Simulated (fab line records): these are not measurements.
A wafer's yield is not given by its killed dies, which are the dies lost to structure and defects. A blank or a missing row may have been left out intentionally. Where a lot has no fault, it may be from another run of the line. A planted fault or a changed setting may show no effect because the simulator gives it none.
fab line records	flow n5-finfet
[record] lots = 6	wafers = 18	last-day = 17
route steps=1938 shown HKMG_FIN@437 BEOL_M4@1111 PASSIVATION@1936
lots untouched by any fault: they come from a run of this same line in which no faults occurred
start-h: hours from the record's opening day to when the first of the lot's shown wafers began	wait-h: how many hours have passed since the lot's step before this one	" identical to the entry in the row above	L1.1+2: several wafers, shown together as one row	- either no value or no given start	* or withheld: withheld	< > ~ a bound
route shown NAME@n: a module of which the file shows steps, and the number in the route of the first	usual: mean/standard deviation taken from wafers without a fault	same: alike in all rows	chamber/n: place in a boat	sites: the reading at each site	_std_site: the standard deviation of these	_edge_site: inner sites' mean taken away from outer sites' mean	radius-mm: for every site, how far away it sits from the centre of the wafer	mask NAME#n: copy n	behind: the tool/chamber that last shaped the wafer	hold: cause of the lot's hold/its duration in hours/its outcome	device: whichever transistor did not switch (one of n, p or np)	end of line: at the end of the route, the tests of the same wafers	a step given without rows: its recipe and nothing more	killed: the dies lost at the first sort to structure and to defects; this is not the yield of the wafer	map: a wafer's dies, marking killed ones x, the rest . and places with no die _
set.NAME: the run value of the setting; set.NAME@STEP: its run value at that earlier step	model.NAME: the simulator's own value behind a step, which no gauge read
lots seen at some steps along the route; tables by step, rows by wafer
services: when a tool's chamber went out of use (start-h, in hours from the record's first day, below 0 if earlier), for how many hours, and the reason
[[steps]]
[step N5_HKMG_FIN_STRIP_34]
[recipe] chemistry = CF4	resist = SiARC	power-w = 300	bias-power-w = 75	pressure-mtorr = 50	cf4-flow-sccm = 150	rf-frequency-hz = 6e+07
[usual] bias-power-w = 74.98/0.24	drypump-motor-current-A = 5.6/0.38	oes-product-au = 0.78/0.088	rf-vpp-V = 270.8/1.3	showerhead-plenum-p-Torr = 1.78/0.04	throttle-valve-pct = 13.5/0.32
lot.wafer	tool	chamber	start-h	wait-h	bias-power-w	drypump-motor-current-A	oes-product-au	rf-hours-counter-h	rf-vpp-V	showerhead-plenum-p-Torr	throttle-valve-pct
L973.4	rie-diel-03	2	101.36	0.0	75.46	5.6	0.97	1	270.5	1.83	13.0
L973.5	"	0	"	"	74.84	6.4	0.74	-	271.0	1.80	13.8
L973.6	"	1	"	"	75.08	5.1	0.68	-	272.2	1.81	13.8
L978.3	rie-diel-01	0	130.96	0.0	74.97	5.7	0.73	196	268.9	1.73	13.7
L978.4	"	1	"	"	74.56	5.7	0.85	41	271.1	1.83	13.0
L978.6	"	0	"	"	75.15	5.7	0.72	-	270.2	1.73	13.7
L986.2	rie-diel-03	1	178.79	0.0	74.74	5.1	0.90	13	272.6	1.81	13.3
L986.4	"	3	"	"	75.13	5.4	0.68	232	271.1	1.76	14.0
L986.5	"	1	"	"	74.82	5.1	0.90	-	272.1	1.81	13.3
L988.1	rie-diel-04	2	190.91	0.0	75.25	5.5	0.81	61	268.7	1.75	13.3
L988.4	"	3	"	"	74.44	4.9	0.77	169	270.7	1.71	13.6
L988.6	"	2	"	"	74.69	5.5	0.81	-	269.8	1.75	13.3
L989.2	rie-diel-01	2	197.55	0.0	75.04	5.9	0.92	15	270.6	1.77	13.3
L989.3	"	3	"	"	74.27	5.3	0.69	193	271.7	1.84	13.6
L989.6	"	0	"	"	74.73	5.8	0.71	-	268.4	1.72	13.8
L990.2	rie-diel-03	1	202.88	0.0	74.85	5.1	0.88	20	272.2	1.81	13.3
L990.4	"	0	"	"	74.84	6.4	0.71	193	271.4	1.79	13.8
L990.5	"	3	"	"	75.18	5.4	0.67	-	269.3	1.75	14.1
[step N5_HKMG_FIN_ETCH_35]
[recipe] chemistry = N2/H2	target = SOC	target-depth-a = 2158	ion-energy-ev = 65	bias-w = 5	source-w = 3000	time-s = 243.4	pressure-mtorr = 30	n2-flow-sccm = 200	h2-flow-sccm = 200
[step N5_HKMG_FIN_STRIP_92]
[recipe] chemistry = N2/H2	material = SOC	time-s = 20	power-w = 500	temp-c = 40	pressure-mtorr = 50	rf-frequency-hz = 6e+07	bias-power-w = 8	h2-frac = 0.5	n2-flow-sccm = 300	h2-flow-sccm = 300
[step N5_HKMG_FIN_WET_ETCH_18]
[recipe] chemistry = SC1	target = TiN	mix = 1:1:5	temp-c = *	time-s = 55	target-depth-nm = 5.2	dry = ipa-marangoni	rinse-time-s = 30	rinse-temp-c = 23
[step N5_HKMG_FIN_STRIP_19]
[recipe] chemistry = N2/H2	power-w = 2500	temp-c = 300	h2-frac = 0.65	time-s = 360	pressure-mtorr = withheld	n2-flow-sccm = 1750	h2-flow-sccm = 3250
[step N5_HKMG_FIN_ALD_91]
[recipe] material = TiN	target-thk-a = 10	temp-c = 400	ald-precursor-family = TiCl4	ald-co-reactant = NH3	pulse-time-s = 1	purge-time-s = 3	co-reactant-purge-time-s = 2	co-reactant-pulse-time-s = 2	ald-cycles = 47	pressure-torr = 3
[usual] heater-power-w = 879/97	precursor-pulse-height-rel = 0.999/0.021	susceptor-temp-C = 399.98/0.22
[same] pulse-time-s = 1
lot.wafer	tool	chamber	start-h	wait-h	heater-power-w	precursor-pulse-height-rel	since-wet-clean-h	susceptor-temp-C
L973.4	ald-metal-03	0	102.06	0.1	841	0.982	1303	399.93
L973.5	"	1	"	"	868	0.985	-	399.91
L973.6	"	2	"	"	844	0.991	-	399.79
L978.3	ald-metal-04	0	131.66	0.1	824	1.003	4410	399.58
L978.4	"	2	"	"	844	0.998	4410	399.39
L978.6	"	1	"	"	831	1.011	-	400.04
L986.2	ald-metal-03	0	179.50	0.3	850	1.021	1381	399.59
L986.4	"	3	"	"	1056	0.996	1381	399.85
L986.5	"	2	"	"	844	0.981	-	399.93
L988.1	ald-metal-04	0	191.61	0.3	805	0.998	4470	399.76
L988.4	"	1	"	"	833	1.001	4470	400.06
L988.6	"	2	"	"	837	1.011	-	400.01
L989.2	ald-metal-03	0	198.26	0.3	856	1.023	1400	399.98
L989.3	"	2	"	"	828	1.001	1400	399.87
L989.6	"	0	"	"	830	0.990	-	400.00
L990.2	ald-metal-03	2	203.58	0.3	833	0.990	1405	399.99
L990.4	"	0	"	"	854	1.006	1405	399.81
L990.5	"	2	"	"	841	1.014	-	399.99
[step N5_HKMG_FIN_COAT_85]
[recipe] resist = SOC	temp-c = 250	time-s = 60	spin-rpm = 1500	resist-thk-nm = 300
[step N5_HKMG_FIN_ETCH_86]
[recipe] chemistry = N2/H2	target = SOC	target-depth-a = 3932	stop-on = TiN	ion-energy-ev = 100	bias-w = 61	pressure-mtorr = 30	source-w = 850	n2-flow-sccm = 200	h2-flow-sccm = 200
[usual] drypump-motor-current-A = 5.6/0.42	oes-product-au = 0.78/0.088	rf-vpp-V = 240.5/1.2	showerhead-plenum-p-Torr = 2.51/0.061	throttle-valve-pct = 17.7/0.3
lot.wafer	tool	chamber	start-h	wait-h	drypump-motor-current-A	oes-product-au	rf-hours-counter-h	rf-vpp-V	showerhead-plenum-p-Torr	throttle-valve-pct
L973.4	rie-diel-03	2	102.40	-	5.6	0.97	2	240.2	2.61	17.2
L973.5	"	2	"	"	5.6	0.97	-	240.7	2.61	17.2
L973.6	"	3	"	"	5.4	0.70	-	240.6	2.53	18.2
L978.3	rie-diel-01	3	132.00	-	5.3	0.71	168	243.4	2.63	17.7
L978.4	"	0	"	"	5.8	0.72	-	238.1	2.41	17.7
L978.6	"	1	"	"	5.8	0.85	-	242.3	2.58	17.2
L986.2	rie-diel-03	2	179.84	-	5.7	0.89	31	241.9	2.59	17.3
L986.4	"	1	"	"	5.1	0.90	14	242.8	2.58	17.7
L986.5	"	2	"	"	5.7	0.89	-	242.8	2.59	17.3
L988.1	rie-diel-01	3	191.95	-	5.3	0.69	191	242.9	2.62	17.8
L988.4	"	1	"	"	5.7	0.82	66	241.9	2.57	17.2
L988.6	"	0	"	"	5.7	0.71	-	238.2	2.40	17.7
L989.2	rie-diel-04	1	198.60	-	5.4	0.88	34	240.1	2.48	17.8
L989.3	"	2	"	"	5.5	0.81	65	240.6	2.45	17.3
L989.6	"	0	"	"	6.1	0.70	-	239.7	2.47	17.6
L990.2	rie-diel-03	1	203.92	-	5.1	0.89	20	240.8	2.58	17.7
L990.4	"	3	"	"	5.4	0.67	241	239.7	2.52	18.3
L990.5	"	3	"	"	5.4	0.68	-	239.8	2.52	18.3
[step N5_HKMG_FIN_STRIP_89]
[recipe] chemistry = N2/H2	material = SOC	time-s = 20	power-w = 500	temp-c = 40	pressure-mtorr = 50	rf-frequency-hz = 6e+07	bias-power-w = 8	h2-frac = 0.5	n2-flow-sccm = 300	h2-flow-sccm = 300
[usual] bias-power-w = 8.002/0.021	drypump-motor-current-A = 5.6/0.42	oes-product-au = 0.80/0.093	rf-vpp-V = 54.0/0.91	showerhead-plenum-p-Torr = 3.32/0.077	throttle-valve-pct = 18.8/0.43
lot.wafer	tool	chamber	start-h	wait-h	bias-power-w	drypump-motor-current-A	oes-product-au	rf-hours-counter-h	rf-vpp-V	showerhead-plenum-p-Torr	throttle-valve-pct
L973.4	rie-diel-03	2	102.46	0.0	8.025	5.6	0.99	2	55.2	3.44	18.4
L973.5	"	2	"	"	7.989	5.6	0.99	-	53.3	3.44	18.4
L973.6	"	3	"	"	8.023	5.5	0.71	-	52.8	3.34	19.3
L978.3	rie-diel-01	3	132.06	0.0	8.010	5.3	0.73	168	54.3	3.47	19.0
L978.4	"	0	"	"	8.004	5.8	0.73	-	53.7	3.19	18.6
L978.6	"	1	"	"	8.020	5.8	0.88	-	55.5	3.41	18.2
L986.2	rie-diel-03	2	179.90	0.0	8.036	5.7	0.90	31	55.0	3.42	18.4
L986.4	"	1	"	"	8.021	5.1	0.94	14	52.5	3.41	19.2
L986.5	"	2	"	"	8.007	5.7	0.90	-	54.7	3.42	18.4
L988.1	rie-diel-01	3	192.01	0.0	7.975	5.3	0.70	191	55.1	3.46	19.0
L988.4	"	1	"	"	8.021	5.8	0.85	66	54.2	3.39	18.2
L988.6	"	0	"	"	8.007	5.8	0.73	-	52.8	3.18	18.7
L989.2	rie-diel-04	1	198.66	0.0	7.989	5.4	0.89	34	54.6	3.28	19.2
L989.3	"	2	"	"	8.001	5.5	0.82	65	54.7	3.25	18.1
L989.6	"	0	"	"	8.013	6.1	0.71	-	53.2	3.27	18.6
L990.2	rie-diel-03	1	203.98	0.0	8.041	5.1	0.93	20	53.2	3.41	19.2
L990.4	"	3	"	"	7.992	5.4	0.68	241	53.4	3.32	19.4
L990.5	"	3	"	"	7.977	5.4	0.69	-	53.7	3.32	19.4
[step N5_HKMG_FIN_WET_ETCH_87]
[recipe] chemistry = SC1	target = TiN	mix = 1:2:40	temp-c = 50	time-s = 154.2	target-depth-nm = 4.7	dry = ipa-marangoni	rinse-time-s = 30	rinse-temp-c = 23
[step N5_HKMG_FIN_STRIP_88]
[recipe] chemistry = N2/H2	power-w = 2500	temp-c = 300	h2-frac = 0.65	time-s = 360	pressure-mtorr = withheld	n2-flow-sccm = 1750	h2-flow-sccm = 3250
[step N5_HKMG_FIN_NWFM_ALD_20]
[recipe] material = TiAlC	target-thk-a = 20	temp-c = 300	ald-precursor-family = TiCl4	ald-co-reactant = TEA	pulse-time-s = 3	purge-time-s = 2	co-reactant-purge-time-s = 2	co-reactant-pulse-time-s = 10	ald-cycles = 7	pressure-torr = 3
[usual] heater-power-w = 474/55	precursor-pulse-height-rel = 0.999/0.02	susceptor-temp-C = 300.03/0.18
[same] pulse-time-s = 3
lot.wafer	tool	chamber	start-h	wait-h	heater-power-w	precursor-pulse-height-rel	since-wet-clean-h	susceptor-temp-C
L973.4	ald-metal-04	0	103.09	0.2	458	0.991	-	299.74
L973.5	"	2	"	"	476	0.966	-	299.99
L973.6	"	3	"	"	447	1.026	-	300.03
L978.3	ald-metal-03	0	132.63	0.1	466	1.001	1334	300.40
L978.4	"	1	"	"	483	0.985	-	300.45
L978.6	"	2	"	"	465	0.993	-	299.90
L986.2	ald-metal-04	3	180.47	0.3	452	0.998	4459	299.51
L986.4	"	0	"	"	462	1.007	4459	300.05
L986.5	"	1	"	"	447	0.983	-	299.99
L988.1	ald-metal-04	2	192.77	0.5	471	1.014	4471	300.26
L988.4	"	3	"	"	460	0.995	4471	299.96
L988.6	"	0	"	"	465	0.977	-	299.80
L989.2	ald-metal-02	1	199.24	0.3	421	0.983	6016	299.84
L989.3	"	0	"	"	493	0.997	6016	300.25
L989.6	"	0	"	"	489	1.016	-	299.90
L990.2	ald-metal-02	3	204.55	0.3	609	1.055	6021	299.96
L990.4	"	2	"	"	394	0.957	6021	300.08
L990.5	"	2	"	"	377	0.998	-	299.75
[step N5_HKMG_FIN_ALD_71]
[recipe] material = TiN	target-thk-a = 10	temp-c = 400	ald-precursor-family = TiCl4	ald-co-reactant = NH3	pulse-time-s = 1	purge-time-s = 3	co-reactant-purge-time-s = 2	co-reactant-pulse-time-s = 2	ald-cycles = 47	pressure-torr = 3
[usual] heater-power-w = 846/96	precursor-pulse-height-rel = 1.000/0.019	susceptor-temp-C = 399.98/0.24
[same] pulse-time-s = 1
lot.wafer	tool	chamber	start-h	wait-h	heater-power-w	precursor-pulse-height-rel	since-wet-clean-h	susceptor-temp-C
L973.4	ald-metal-04	0	103.26	0.1	808	0.989	-	399.97
L973.5	"	2	"	"	828	1.001	-	399.52
L973.6	"	3	"	"	821	1.005	-	399.63
L978.3	ald-metal-03	0	132.73	0.0	847	0.983	1334	400.20
L978.4	"	1	"	"	882	0.992	-	400.11
L978.6	"	2	"	"	823	1.027	-	399.78
L986.2	ald-metal-04	3	180.57	0.0	762	1.011	4459	392.46
L986.4	"	0	"	"	789	0.988	4459	393.04
L986.5	"	1	"	"	772	0.980	-	393.06
L988.1	ald-metal-04	2	192.87	0.0	819	0.982	4471	392.86
L988.4	"	3	"	"	763	0.990	4471	393.29
L988.6	"	0	"	"	779	0.981	-	392.67
L989.2	ald-metal-02	1	199.34	0.0	798	0.960	6016	399.54
L989.3	"	0	"	"	865	1.037	6016	399.74
L989.6	"	0	"	"	869	1.017	-	399.75
L990.2	ald-metal-02	3	204.65	0.0	1106	1.027	6021	400.35
L990.4	"	2	"	"	689	1.010	6021	399.97
L990.5	"	2	"	"	699	1.026	-	399.60
[step N5_HKMG_FIN_COAT_66]
[recipe] resist = SOC	temp-c = 250	time-s = 60	spin-rpm = 1500	resist-thk-nm = 300
[step N5_BEOL_M4_RC_MEAS_101]
[usual] DIBL_N = 36.2/2	DIBL_P = 36.1/2.4	IOFF_N = 0.16/0.035	IOFF_P = 0.22/0.041	ION_N = 675/14	ION_P = 465/8.6	SS_N = 71.5/0.64	SS_P = 73.2/0.76	VT_N = 250/3.9	VT_P = -249/3.4
lot.wafer	tool	chamber	start-h	wait-h	DIBL_N[mV/V]	DIBL_P[mV/V]	IOFF_N[nA/um]	IOFF_P[nA/um]	ION_N[uA/um]	ION_P[uA/um]	SS_N[mV/dec]	SS_P[mV/dec]	VT_N[mV]	VT_P[mV]
L973.4	prober-02	0	199.60	0.5	34.2	33.6	0.11	0.15	656	453	71.0	72.7	256	-254
L973.5	"	0	"	"	31.8	32.2	0.08	0.14	638	450	70.5	72.5	260	-257
L973.6	"	0	"	"	34.7	35.2	0.12	0.17	657	455	70.5	72.9	253	-252
L978.3	prober-02	0	225.49	0.3	34.5	34.4	0.13	0.19	653	455	70.6	73.2	250	-251
L978.4	"	0	"	"	36.3	37.4	0.17	0.24	675	469	70.7	74.4	247	-249
L978.6	"	0	"	"	35.4	34.5	0.15	0.19	671	462	71.1	73.5	251	-252
L986.2	prober-02	0	272.44	0.2	36.9	35.5	0.15	0.19	667	455	71.9	73.3	252	-254
L986.4	"	0	"	"	37.5	36.9	0.18	0.23	682	469	72.2	73.4	246	-247
L986.5	"	0	"	"	35.0	33.8	0.13	0.18	679	471	70.1	73.1	254	-251
L988.1	prober-02	0	293.08	0.0	37.7	38.8	0.20	0.26	680	471	71.8	73.9	249	-249
L988.4	"	0	"	"	38.1	37.5	0.18	0.22	684	469	72.8	73.9	251	-250
L988.6	"	0	"	"	34.9	35.0	0.13	0.18	665	457	71.4	73.3	254	-252
L990.2	prober-02	0	296.09	0.2	37.0	36.9	0.15	0.18	662	449	71.9	72.8	255	-253
L990.4	"	0	"	"	35.8	35.2	0.11	0.16	657	454	72.1	73.0	260	-257
L990.5	"	0	"	"	33.5	32.6	0.10	0.13	651	449	71.2	72.2	259	-258
L989.2	prober-02	0	297.49	0.2	38.8	36.9	0.20	0.25	691	469	72.0	74.3	245	-247
L989.3	"	0	"	"	32.2	28.9	0.08	0.14	657	455	70.4	71.8	261	-254
L989.6	"	0	"	"	36.7	33.0	0.15	0.19	660	458	71.9	72.6	251	-251
[step N5_PASSIVATION_PROBE_49]
[usual] defect-limited-yield = 91.1/1.4	killed_at_M0_to_M3 = 36/9.9	killed_at_M4_up = 13/5.8	killed-at-contacts = 14/5.9	killed-at-front-end = 39/11	killed-at-other = 3.4/2.9	killed-dies = 105/17	killed-open = 70/13	killed-short = 34/7.3	sort_bin_5_function = 5.3/1	sort_bin_6_memory = 3.3/0.62	sort_bin_8_speed = 0.01/0.057	sort-n-pass = 1075/17	sort-yield-pct = 91.1/1.4
[same] gross-dies = 1180	killed-at-back-side = 0	sort_bin_4_leakage[%] = 0
lot.wafer	tool	chamber	start-h	wait-h	defect-limited-yield[%]	killed_at_M0_to_M3	killed_at_M4_up	killed-at-contacts	killed-at-front-end	killed-at-other	killed-dies	killed-open	killed-short	sort_bin_5_function[%]	sort_bin_6_memory[%]	sort_bin_8_speed[%]	sort-n-pass	sort-yield-pct[%]
L973.4	prober-02	-	306.90	0.2	91.5	19	14	21	35	11	100	61	35	4.8	3.3	0	1080	91.5
L973.5	prober-02	-	306.95	0.2	93.1	29	13	15	19	6	82	55	25	4.4	2.4	0.25	1095	92.8
L973.6	prober-02	-	307.00	0.3	90.7	54	8	17	27	4	110	68	40	5.1	3.6	0	1070	90.7
L990.2	prober-01	-	400.50	0.1	90.7	48	11	17	32	2	110	82	26	6.4	3.0	0	1070	90.7
L990.4	prober-01	-	400.60	0.2	87.1	74	16	29	30	3	152	103	48	8.2	4.3	0	1028	87.1
L990.5	prober-01	-	400.65	0.2	90.9	55	17	16	17	2	107	66	39	5.7	3.3	0	1073	90.9
// killed by level:class
L973.4 MOL_CONTACT_COAG:geometric-particle:open=15 FIN_SAQP:geometric-particle:open=11 FIN_SAQP:geometric-particle:short=6 MOL_CONTACT_COAG:geometric-particle:short=6 BEOL_M0_SAQP:geometric-particle:short=6 BEOL_M0_SAQP:geometric-particle:open=5 BEOL_M2:geometric-particle:open=4 BEOL_M5:geometric-particle:open=4
L973.5 MOL_CONTACT_COAG:geometric-particle:open=10 BEOL_M0_SAQP:geometric-particle:short=9 BEOL_M1:geometric-particle:open=6 STI_FIN_REVEAL:geometric-particle:open=5 MOL_CONTACT_COAG:geometric-particle:short=5 BEOL_M2:geometric-particle:open=5 BEOL_M3:geometric-particle:open=5 FIN_SAQP:geometric-particle:open=4
L973.6 BEOL_M0_SAQP:geometric-particle:short=23 MOL_CONTACT_COAG:geometric-particle:open=14 BEOL_M2:geometric-particle:open=13 BEOL_M0_SAQP:geometric-particle:open=8 STI_FIN_REVEAL:geometric-particle:open=5 BEOL_M1:geometric-particle:open=5 GATE_CUT:geometric-particle:open=4 STARTING-WAFER:geometric-particle:open=4
L990.2 MOL_CONTACT_COAG:geometric-particle:open=16 BEOL_M3:geometric-particle:open=16 BEOL_M2:geometric-particle:open=11 FIN_SAQP:geometric-particle:open=8 STI_FIN_REVEAL:geometric-particle:open=7 BEOL_M3:geometric-particle:short=5 BEOL_M0_SAQP:geometric-particle:open=4 BEOL_M5:geometric-particle:open=4
L990.4 MOL_CONTACT_COAG:geometric-particle:open=23 BEOL_M2:geometric-particle:open=20 BEOL_M0_SAQP:geometric-particle:open=17 BEOL_M0_SAQP:geometric-particle:short=12 BEOL_M4:geometric-particle:open=7 BEOL_M3:geometric-particle:open=7 FIN_SAQP:geometric-particle:short=6 MOL_CONTACT_COAG:geometric-particle:short=6
L990.5 BEOL_M0_SAQP:geometric-particle:short=15 MOL_CONTACT_COAG:geometric-particle:open=13 BEOL_M0_SAQP:geometric-particle:open=10 BEOL_M2:geometric-particle:open=9 BEOL_M1:geometric-particle:open=7 BEOL_M3:geometric-particle:open=7 FIN_SAQP:geometric-particle:short=4 BEOL_M4:geometric-particle:open=4
[[services]]
tool	chamber	start-h	hours	kind
rie-diel-03	2	79.37	-	clean
rie-diel-03	2	79.37	-	consumable-replace:focus-ring
rie-diel-03	2	79.37	18.4	scheduled-down
rie-diel-03	2	79.37	18.4	vent-cycle
rie-diel-01	3	88.38	7.8	repair
rie-diel-04	3	90.75	21.3	repair
ald-metal-04	1	102.20	16.4	repair
rie-diel-03	1	119.26	-	clean
rie-diel-03	1	119.26	-	consumable-replace:focus-ring
rie-diel-03	1	119.26	19.8	scheduled-down
rie-diel-03	1	119.26	19.8	vent-cycle
rie-diel-01	2	131.19	-	clean
rie-diel-01	2	131.19	-	consumable-replace:esc
rie-diel-01	2	131.19	-	consumable-replace:focus-ring
rie-diel-01	2	131.19	22.0	scheduled-down
rie-diel-01	2	131.19	22.0	vent-cycle
ald-metal-03	3	132.59	21.6	repair
rie-diel-01	0	134.94	7.9	repair
ald-metal-04	3	147.88	5.8	repair
ald-metal-03	-	156.16	2.8	pm
ald-metal-03	0	162.74	13.9	repair
ald-metal-03	-	175.90	0.4	repair
rie-diel-03	1	188.21	2.4	repair
rie-diel-01	1	202.82	3.8	repair
[[key]]
[first-sign] step = N5_HKMG_FIN_ALD_71	reading = susceptor-temp-C	direction = down	sigmas = 29	usual = *	struck = *
effect none on later readings
met-at N5_HKMG_FIN_ALD_71
struck-wafers L986.2,L986.4,L986.5,L988.1,L988.4,L988.6
onset-between 103.26 180.57
[fault] kind = process-parameter-drift	tool = ald-metal-04	chamber = -	onset-h = 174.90	steps = N5_HKMG_FIN_ALD_71	channel = temp-c	offset = *	shape = step	end-h = 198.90	acts-in = *	stated = *
